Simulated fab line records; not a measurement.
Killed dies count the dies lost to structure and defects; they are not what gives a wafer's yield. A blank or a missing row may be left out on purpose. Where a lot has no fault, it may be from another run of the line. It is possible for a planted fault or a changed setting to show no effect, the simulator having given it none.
Struck lot and sound lot, side by side	flow nandHarc	15 steps out of a route of 1302
Sound: these wafers, L666.1, L666.4, L666.6. Struck: wafer L674.4 (left out: L674.1, L674.5 of the same lot, which were not struck); the cause appears at the end.
For every step that has rows: the tool of each side, followed by ch and its chambers, followed by its first start. Under that, the readings that differ: sound wafers	struck wafers	difference of the means	sigmas: that difference in standard deviations of wafers without a fault.
alike: words and numbers the same on both sides, and readings whose means are apart by under 2 such deviations; not compared: readings that were withheld, readings missing a value for some wafer, numbers with overlapping values and no deviation given by the record, and bounds like >300 which may hide the same value.
A row with sigmas, a row that says differs or no value, or rows on one side alone: a step with any of these is where the two part. Non-overlapping numbers with no deviation appear without sigmas and do not part them. Lack of a reading on every wafer of one side parts them only where that side has two or more wafers.

first, 7 steps without rows for these wafers: NHARC_P_M0_COAT_33 (time 65 s); NHARC_P_M0_COAT_03 (resist thk 90 nm); NHARC_P_M0_SOFTBAKE_04 (time 55 s); NHARC_P_M0_EBR_05; NHARC_P_M0_EXPOSE_06 (exposes mask P M0, target cd 90 nm); NHARC_P_M0_PEB_07 (peb time 65 s); NHARC_P_M0_DEVELOP_08 (develop time 35 s).
NHARC_P_M0_CD_MEAS_09: the cd target is 90 nm.
  sound on cdSem-01 ch 0, day 7 14:19; struck on cdSem-01 ch 0, day 10 21:02
  alike: cdNm
NHARC_P_M0_OVL_MEAS_10: pitch 180 nm.
  sound: overlay-01 at day 7 14:24; struck: overlay-02 at day 10 21:07
reading	sound	struck	difference	sigmas
overlayXNm (nm)	-2.0 -2.2 -1.6	0.1	+2.0	+3
  alike: overlayYNm
NHARC_P_M0_INSPECT_11:
  sound: defectInspect-02 at day 7 14:26; struck: defectInspect-02 at day 10 21:10
  alike: rawDefectCount
NHARC_P_M0_DESCUM_14: chemistry O2, time 3 s.
  sound on rieDiel-13 ch 0,3, day 7 14:31; struck on rieDiel-12 ch 2, day 10 21:14
  alike: drypumpMotorCurrentA, oesProductAu, rfVppV, showerheadPlenumPTorr, throttleValvePct
  not compared: rfHoursCounterH
NHARC_P_M0_ETCH_34: etches the open film in N2/H2, target depth 40 nm, overetch 12 nm, time 43.94 s.
  sound on rieDiel-13 ch 2,3, day 7 14:36; struck on rieDiel-12 ch 2, day 10 21:19
  alike: drypumpMotorCurrentA, oesProductAu, rfVppV, runLengthS, showerheadPlenumPTorr, throttleValvePct
  not compared: rfHoursCounterH
NHARC_P_M0_ETCH_15: etches the open film in C4F8/Ar, target depth 150 nm, overetch 15 nm, time 82.5 s.
  sound on rieDiel-13 ch 1,2,3, day 7 14:41; struck on rieDiel-12 ch 0, day 10 21:24
reading	sound	struck	difference	sigmas
oesProductAu (a.u.)	0.932 0.906 0.919	0.990	+0.071	+3
runLengthS (s)	104.2 103.2 103.7	90.9	-12.8	-28
  alike: rfVppV
  not compared: rfHoursCounterH
NHARC_P_M0_CD_MEAS_16:
  sound: cdSem-02 at day 7 14:49; struck: cdSem-03 at day 10 21:31
  alike: cdNm
-- record jumps: 18 days between struck wafers' starts before vs after; left off in module P_M0, resumes in module END, first step shown is number 1302 of the route --
NHARC_END_SORT_01:
  sound on prober-01 ch 0, day 25 22:17; struck on prober-02 ch 0, day 29 00:58
reading	sound	struck	difference	sigmas
defectLimitedYield (%)	94.1 94.1 93.6	0.1	-93.8	-36
killedAtPeriphery	4 1 3	630	+627	+99 or more
killedDies	40 40 43	676	+635	+35
killedShort	6 4 5	1	-4	-2
  alike: killedAtArray, killedAtOther, killedOpen

WHERE THEY PART
At NHARC_P_M0_OVL_MEAS_10 first; at NHARC_END_SORT_01 last (within this record only).

WHY: whatever the simulator had introduced
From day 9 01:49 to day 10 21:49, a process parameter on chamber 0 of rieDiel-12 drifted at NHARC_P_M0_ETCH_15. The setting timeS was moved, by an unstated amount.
